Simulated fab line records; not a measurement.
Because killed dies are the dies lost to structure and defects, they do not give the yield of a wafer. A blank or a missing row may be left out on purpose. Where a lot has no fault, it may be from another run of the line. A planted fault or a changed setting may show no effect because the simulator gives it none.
Chamber matching / flow nandHarc / NHARC_A_DECK1_JOINT_DEP_16 on pecvd-04 has 3 sister chambers
The step deposits SiO2, target thk 45 nm. 3 wafers are shown with their chamber, then 8 later ones without.

== WAFERS PAIRED WITH THEIR CHAMBERS ==
wafer=L088.3; chamber=1; showerheadVppV (V)=1811
wafer=L091.1; chamber=2; showerheadVppV (V)=1919
wafer=L095.1; chamber=0; showerheadVppV (V)=1766

== WAFERS WHOSE CHAMBER IS MISSING ==
wafer=L095.4; showerheadVppV (V)=1827
wafer=L095.5; showerheadVppV (V)=1766
wafer=L094.2; showerheadVppV (V)=1831
wafer=L094.5; showerheadVppV (V)=1953
wafer=L094.6; showerheadVppV (V)=1765
wafer=L096.1; showerheadVppV (V)=1812
wafer=L096.5; showerheadVppV (V)=1969
wafer=L096.6; showerheadVppV (V)=1767

== CHAMBER TAKEN BY EACH ==
wafer=L095.4; from the rows above=can't be placed: 1 or 0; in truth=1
wafer=L095.5; from the rows above=can't be placed: 0 or 1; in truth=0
wafer=L094.2; from the rows above=can't be placed: 1 or 0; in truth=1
wafer=L094.5; from the rows above=2; in truth=2
wafer=L094.6; from the rows above=can't be placed: 0 or 1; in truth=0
wafer=L096.1; from the rows above=can't be placed: 1 or 0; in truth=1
wafer=L096.5; from the rows above=2; in truth=2
wafer=L096.6; from the rows above=can't be placed: 0 or 1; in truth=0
2 of 8 placed correctly. Unplaceable from these rows: 6, with the true chamber sitting among the candidates in 6. Placed wrongly: 0.
How it was worked out, from the rows above alone: a wafer's distance from a chamber is the root of the sum, over the readings, of the square of ((its reading less the chamber's mean) divided by the reading's scatter). If the next closest chamber is less than 2 further off than the closest, the wafer can't be placed; otherwise it belongs to the closest. For every chamber, the mean is computed from those of its wafers that are shown. The scatter: root of mean squared gap, hidden wafer to nearest shown wafer, with one shown wafer a chamber.
